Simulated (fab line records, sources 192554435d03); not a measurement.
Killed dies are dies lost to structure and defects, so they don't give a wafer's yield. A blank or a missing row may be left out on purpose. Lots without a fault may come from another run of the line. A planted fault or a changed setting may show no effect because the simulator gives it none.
One fault seen from 3 desks | flow n5_finfet | each desk has only its own numbers; what lay behind them comes last

THE METROLOGY DESK
What the gauges read, lot by lot, whatever tool the lot ran on: means of the sampled wafers that have a number. A lot is out of limits, marked OUT, if its mean lies more than 4 standard deviations from the usual mean; the brackets give that distance.
Columns: A = V6_OVL at N5_BEOL_M7_OVL_MEAS_29, usual 0.3 nm
lot  | first seen here | A
L991 | day 9 01:14     | 0.3
L994 | day 9 19:54     | 0.8
L102 | day 12 04:13    | -0.3
L105 | day 12 11:50    | 1.2
L112 | day 15 09:49    | -0.8
L114 | day 16 03:08    | 0.8
This desk's finding: nothing out of limits on any of the 6 lots.

THE DEFECT DESK
What the inspections along the route counted, lot by lot: means of the sampled wafers that have a number. A lot is out of limits, marked OUT, if its mean lies more than 4 standard deviations from the usual mean; the brackets give that distance.
Columns: A = raw_defect_count at N5_BEOL_M7_INSPECT_30, usual 473
lot  | first seen here | A
L991 | day 9 01:17     | 544
L994 | day 9 19:58     | 443
L102 | day 12 04:17    | 371
L105 | day 12 11:53    | 350
L112 | day 15 09:53    | 444
L114 | day 16 03:11    | 327
This desk's finding: nothing out of limits on any of the 6 lots.

THE TOOL OWNER'S DESK: rie_diel-02
The tool's own readings at N5_BEOL_M7_ETCH_41 (etches SiCN in CH3F/O2, target depth 31.9 nm, time 57.8 s): means of the sampled wafers that have a number, for each lot that ran on this tool. A lot is out of limits, marked OUT, if its mean lies more than 4 standard deviations from the usual mean; the brackets give that distance.
Columns: A = drypump_motor_current_A at N5_BEOL_M7_ETCH_41, usual 5.7 A; B = oes_product_au at N5_BEOL_M7_ETCH_41, usual 0.78 a.u.; C = rf_fwd_power_W at N5_BEOL_M7_ETCH_41, usual 390.8 W; D = rf_vpp_V at N5_BEOL_M7_ETCH_41, usual 297.3 V; E = showerhead_plenum_p_Torr at N5_BEOL_M7_ETCH_41, usual 2.00 Torr; F = throttle_valve_pct at N5_BEOL_M7_ETCH_41, usual 16.31 %
lot  | first seen here | A   | B    | C     | D     | E    | F
L994 | day 9 20:18     | 6.0 | 0.69 | 390.6 | 296.4 | 1.95 | 16.30
L102 | day 12 04:37    | 5.6 | 0.89 | 390.5 | 297.7 | 2.03 | 16.36
L105 | day 12 12:14    | 5.6 | 0.79 | 390.1 | 296.9 | 2.00 | 16.33
This desk's finding: nothing out of limits on any of the 3 lots.

PUT TOGETHER
The metrology desk saw nothing out of limits.
The defect desk saw nothing out of limits.
The tool owner's desk saw nothing out of limits.

WHAT THE SIMULATOR HAD PUT IN
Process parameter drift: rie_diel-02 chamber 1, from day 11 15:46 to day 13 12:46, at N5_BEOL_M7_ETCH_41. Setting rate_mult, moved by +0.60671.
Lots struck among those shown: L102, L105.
